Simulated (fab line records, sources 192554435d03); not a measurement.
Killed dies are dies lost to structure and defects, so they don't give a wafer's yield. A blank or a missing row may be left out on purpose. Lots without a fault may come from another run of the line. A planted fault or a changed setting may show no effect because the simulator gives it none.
One fault seen from 2 desks | flow n5_finfet | each desk has only its own numbers; what lay behind them comes last

THE TOOL OWNER'S DESK: rtp_anneal-01
The tool's own readings at N5_HKMG_FIN_HK_ANNEAL_02 (time 30 s): means of the sampled wafers that have a number, for each lot that ran on this tool. A lot is out of limits, marked OUT, if its mean lies more than 4 standard deviations from the usual mean; the brackets give that distance. Of its 9 readings 7 are shown: the one that was out of limits first, and those that lie furthest out on some lot.
Columns: A = lamp_power_pct at N5_HKMG_FIN_HK_ANNEAL_02, usual 8.80 %; B = lamp_zone_1_pct at N5_HKMG_FIN_HK_ANNEAL_02, usual 8.797 %; C = lamp_zone_2_pct at N5_HKMG_FIN_HK_ANNEAL_02, usual 8.798 %; D = lamp_zone_4_pct at N5_HKMG_FIN_HK_ANNEAL_02, usual 8.795 %; E = lamp_zone_5_pct at N5_HKMG_FIN_HK_ANNEAL_02, usual 8.799 %; F = lamp_zone_6_pct at N5_HKMG_FIN_HK_ANNEAL_02, usual 8.726 %; G = lamp_zone_7_pct at N5_HKMG_FIN_HK_ANNEAL_02, usual 9.193 %
lot  | first seen here | A              | B               | C               | D               | E               | F               | G
L966 | day 4 12:52     | 8.82           | 8.785           | 8.799           | 8.791           | 8.796           | 8.744           | 9.209
L968 | day 5 01:59     | 8.81           | 8.794           | 8.792           | 8.792           | 8.805           | 8.726           | 9.191
L972 | day 6 01:10     | 8.75           | 8.791           | 8.803           | 8.795           | 8.792           | 8.712           | 9.199
L974 | day 6 17:26     | 8.79           | 8.807           | 8.804           | 8.810           | 8.799           | 8.733           | 9.200
L980 | day 8 05:08     | 8.19 (-11) OUT | 8.154 (-58) OUT | 8.157 (-64) OUT | 8.153 (-54) OUT | 8.145 (-65) OUT | 8.081 (-59) OUT | 8.513 (-57) OUT
L981 | day 8 05:49     | 8.16 (-12) OUT | 8.143 (-59) OUT | 8.149 (-65) OUT | 8.159 (-53) OUT | 8.144 (-65) OUT | 8.073 (-59) OUT | 8.510 (-57) OUT
L983 | day 8 18:19     | 8.16 (-12) OUT | 8.145 (-59) OUT | 8.153 (-64) OUT | 8.139 (-55) OUT | 8.154 (-64) OUT | 8.089 (-58) OUT | 8.511 (-57) OUT
This desk's finding: out of limits on L980, L981, L983; first on L980, day 8 05:08 (lamp_power_pct at N5_HKMG_FIN_HK_ANNEAL_02). In limits: L966, L968, L972, L974.

THE METROLOGY DESK
What the gauges read, lot by lot, whatever tool the lot ran on: means of the sampled wafers that have a number. A lot is out of limits, marked OUT, if its mean lies more than 4 standard deviations from the usual mean; the brackets give that distance. Of its 10 readings 7 are shown: those that lie furthest out on some lot.
Columns: A = DIBL_N at N5_BEOL_M4_RC_MEAS_101, usual 36.0 mV/V; B = DIBL_P at N5_BEOL_M4_RC_MEAS_101, usual 35.8 mV/V; C = IOFF_N at N5_BEOL_M4_RC_MEAS_101, usual 0.15 nA/um; D = IOFF_P at N5_BEOL_M4_RC_MEAS_101, usual 0.20 nA/um; E = SS_P at N5_BEOL_M4_RC_MEAS_101, usual 73.2 mV/dec; F = VT_N at N5_BEOL_M4_RC_MEAS_101, usual 250 mV; G = VT_P at N5_BEOL_M4_RC_MEAS_101, usual -251 mV
lot  | first seen here | A    | B    | C    | D    | E    | F   | G
L966 | day 8 12:48     | 35.6 | 34.0 | 0.14 | 0.16 | 72.5 | 250 | -253
L968 | day 9 03:26     | 37.4 | 36.5 | 0.19 | 0.28 | 74.2 | 246 | -242
L972 | day 10 03:45    | 38.4 | 38.8 | 0.19 | 0.25 | 73.7 | 248 | -248
L974 | day 10 21:30    | 36.2 | 35.6 | 0.16 | 0.22 | 73.0 | 249 | -247
L980 | day 12 02:13    | 34.8 | 34.1 | 0.14 | 0.17 | 73.1 | 251 | -255
L981 | day 12 18:06    | 35.6 | 34.5 | 0.14 | 0.20 | 72.6 | 251 | -248
L983 | day 13 02:10    | 35.7 | 36.0 | 0.16 | 0.21 | 73.4 | 250 | -249
L987 | day 14 05:07    | 35.0 | 36.2 | 0.15 | 0.19 | 73.1 | 251 | -252
This desk's finding: nothing out of limits on any of the 8 lots.

PUT TOGETHER
The tool owner's desk could have raised an alarm at day 8 05:08, on L980, L981, L983.
The metrology desk saw nothing out of limits.
The metrology desk has L980, L981, L983 on record, within its limits.
Of the lots named, all ran N5_HKMG_FIN_HK_ANNEAL_02 on rtp_anneal-01.

WHAT THE SIMULATOR HAD PUT IN
Process parameter drift: rtp_anneal-01, from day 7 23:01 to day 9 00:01, at N5_HKMG_FIN_HK_ANNEAL_02. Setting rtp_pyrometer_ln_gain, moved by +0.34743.
Lots struck among those shown: L980, L981, L983.
Hours from the fault's start to each desk's first reading out of limits: the tool owner's desk, 6.
